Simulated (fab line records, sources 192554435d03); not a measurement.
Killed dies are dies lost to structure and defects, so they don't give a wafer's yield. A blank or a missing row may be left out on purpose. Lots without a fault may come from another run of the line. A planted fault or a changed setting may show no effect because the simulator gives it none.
Chamber matching | flow n5_finfet | N5_FIN_SAQP_STRIP_55 on rie_diel-02: 4 sister chambers
The step strips in N2/H2. 16 wafers are shown with their chamber, then 8 later ones without.

WAFERS WITH THEIR CHAMBER
wafer  | chamber | throttle_valve_pct (%) | drypump_motor_current_A (A) | showerhead_plenum_p_Torr (Torr)
L075.2 | 1       | 18.55                  | 5.8                         | 3.36
L075.5 | 2       | 19.26                  | 6.5                         | 3.50
L075.6 | 3       | 18.50                  | 5.2                         | 3.36
L079.1 | 1       | 18.55                  | 5.8                         | 3.35
L079.3 | 0       | 18.82                  | 6.2                         | 3.45
L079.4 | 3       | 18.49                  | 5.2                         | 3.35
L081.1 | 0       | 18.82                  | 6.2                         | 3.45
L081.3 | 3       | 18.51                  | 5.2                         | 3.35
L081.4 | 0       | 18.83                  | 6.2                         | 3.45
L084.1 | 2       | 19.29                  | 6.6                         | 3.50
L084.5 | 0       | 18.86                  | 6.2                         | 3.44
L084.6 | 3       | 18.52                  | 5.3                         | 3.35
L085.2 | 2       | 19.30                  | 6.7                         | 3.50
L085.3 | 3       | 18.51                  | 5.2                         | 3.34
L085.4 | 0       | 18.84                  | 6.2                         | 3.44
L086.1 | 2       | 19.28                  | 6.6                         | 3.49

SIGNATURES (means of the wafers above)
reading                  | chamber 0 | chamber 1 | chamber 2 | chamber 3 | scatter within a chamber
throttle_valve_pct       | 18.8340   | 18.5500   | 19.2825   | 18.5060   | 0.0145
drypump_motor_current_A  | 6.200     | 5.800     | 6.600     | 5.220     | 0.0483
showerhead_plenum_p_Torr | 3.4460    | 3.3550    | 3.4975    | 3.3500    | 0.00609
Rule: a wafer's distance from a chamber is the root of the sum, over the readings, of the square of ((its reading less the chamber's mean) divided by the reading's scatter). The wafer belongs to the nearest chamber; if the next one is less than 2 further off, it can't be placed. The scatter: the root of (the sum of the squares of (reading less its chamber's mean) over the shown wafers, divided by (wafers less chambers)).

WAFERS WITHOUT THEIR CHAMBER
wafer  | throttle_valve_pct (%) | drypump_motor_current_A (A) | showerhead_plenum_p_Torr (Torr)
L086.3 | 18.49                  | 5.3                         | 3.34
L086.5 | 19.30                  | 6.6                         | 3.49
L087.1 | 19.30                  | 6.6                         | 3.49
L087.5 | 18.56                  | 5.9                         | 3.35
L087.6 | 18.54                  | 5.2                         | 3.34
L095.1 | 19.32                  | 6.6                         | 3.48
L095.4 | 18.48                  | 6.2                         | 3.43
L095.6 | 18.58                  | 5.3                         | 3.33

WHICH CHAMBER EACH WENT THROUGH
wafer  | from the rows above | in truth
L086.3 | 3                   | 3
L086.5 | 2                   | 2
L087.1 | 2                   | 2
L087.5 | 1                   | 1
L087.6 | 3                   | 3
L095.1 | 2                   | 2
L095.4 | 1                   | 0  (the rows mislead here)
L095.6 | 3                   | 3
Placed correctly: 7 of 8. Can't be placed from these rows: 0. Placed wrongly: 1.
